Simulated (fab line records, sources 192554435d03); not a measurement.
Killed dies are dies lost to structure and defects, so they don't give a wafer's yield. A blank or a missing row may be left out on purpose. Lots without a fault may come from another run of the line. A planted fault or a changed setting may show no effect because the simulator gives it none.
Chamber matching | flow n5_finfet | N5_BEOL_M7_STRIP_19 on rie_diel-03: 4 sister chambers
The step strips in O2. 14 wafers are shown with their chamber, then 7 later ones without.

WAFERS WITH THEIR CHAMBER
wafer  | chamber | drypump_motor_current_A (A) | showerhead_plenum_p_Torr (Torr) | throttle_valve_pct (%)
L080.1 | 0       | 5.1                         | 2.15                            | 16.71
L080.2 | 2       | 5.6                         | 2.13                            | 16.15
L080.4 | 3       | 5.2                         | 2.11                            | 16.40
L085.3 | 0       | 5.1                         | 2.14                            | 16.74
L085.4 | 2       | 5.6                         | 2.13                            | 16.19
L085.6 | 2       | 5.7                         | 2.13                            | 16.18
L086.2 | 3       | 5.2                         | 2.10                            | 16.44
L086.3 | 2       | 5.6                         | 2.13                            | 16.19
L086.5 | 3       | 5.2                         | 2.10                            | 16.44
L087.1 | 0       | 5.1                         | 2.14                            | 16.75
L087.2 | 3       | 5.2                         | 2.10                            | 16.45
L087.5 | 3       | 5.1                         | 2.10                            | 16.45
L092.3 | 1       | 6.3                         | 2.04                            | 16.18
L092.4 | 1       | 6.3                         | 2.04                            | 16.20

SIGNATURES (means of the wafers above)
reading                  | chamber 0 | chamber 1 | chamber 2 | chamber 3 | scatter within a chamber
drypump_motor_current_A  | 5.100     | 6.300     | 5.625     | 5.180     | 0.0394
showerhead_plenum_p_Torr | 2.1433    | 2.0400    | 2.1300    | 2.1020    | 0.00383
throttle_valve_pct       | 16.7333   | 16.1900   | 16.1775   | 16.4360   | 0.0197
Rule: a wafer's distance from a chamber is the root of the sum, over the readings, of the square of ((its reading less the chamber's mean) divided by the reading's scatter). The wafer belongs to the nearest chamber; if the next one is less than 2 further off, it can't be placed. The scatter: the root of (the sum of the squares of (reading less its chamber's mean) over the shown wafers, divided by (wafers less chambers)).

WAFERS WITHOUT THEIR CHAMBER
wafer  | drypump_motor_current_A (A) | showerhead_plenum_p_Torr (Torr) | throttle_valve_pct (%)
L092.5 | 5.2                         | 2.10                            | 16.43
L094.1 | 5.2                         | 2.10                            | 16.45
L094.2 | 6.4                         | 2.04                            | 16.20
L094.6 | 5.1                         | 2.14                            | 16.75
L096.1 | 5.6                         | 2.12                            | 16.19
L096.2 | 6.3                         | 2.04                            | 16.20
L096.4 | 5.7                         | 2.12                            | 16.22

WHICH CHAMBER EACH WENT THROUGH
wafer  | from the rows above | in truth
L092.5 | 3                   | 3
L094.1 | 3                   | 3
L094.2 | 1                   | 1
L094.6 | 0                   | 0
L096.1 | 2                   | 2
L096.2 | 1                   | 1
L096.4 | 2                   | 2
Placed correctly: 7 of 7. Can't be placed from these rows: 0. Placed wrongly: 0.
